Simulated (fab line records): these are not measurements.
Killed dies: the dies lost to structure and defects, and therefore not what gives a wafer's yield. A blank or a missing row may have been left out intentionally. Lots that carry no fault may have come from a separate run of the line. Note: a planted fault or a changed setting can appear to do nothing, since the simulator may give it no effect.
Chamber matching    flow nand-harc    NHARC_A_CONTACT_DESCUM_13 on rie-diel-10: 4 sister chambers
The step chemistry O2, time 3 s. 4 wafers are shown with their chamber, then 7 later ones without.

== EACH WAFER AND ITS CHAMBER ==
wafer   chamber  showerhead-plenum-p-Torr (Torr)
L935.1  0        1.88
L935.3  1        1.77
L934.1  2        2.02
L934.3  3        1.86

== WAFERS WITH NO CHAMBER GIVEN ==
wafer   showerhead-plenum-p-Torr (Torr)
L934.4  1.77
L938.2  1.76
L938.3  1.88
L938.6  1.88
L946.1  2.01
L946.4  1.76
L946.6  1.76

== WHICH CHAMBER EACH ONE RAN IN ==
wafer   from the rows above  in truth
L934.4  1                    1
L938.2  1                    1
L938.3  0                    0
L938.6  0                    0
L946.1  2                    2
L946.4  1                    1
L946.6  1                    1
7 of 7 placed correctly. From these rows, 0 cannot be placed. Placed wrongly: 0.
How it was worked out, from the rows above alone: a wafer's distance from a chamber is the root of the sum, over the readings, of the square of ((its reading less the chamber's mean) divided by the reading's scatter). If the next closest chamber is less than 2 further off than the closest, the wafer can't be placed; otherwise it belongs to the closest. The mean given for a chamber averages the wafers shown for that chamber. The scatter: root of mean squared gap, hidden wafer to nearest shown wafer, with one shown wafer a chamber.
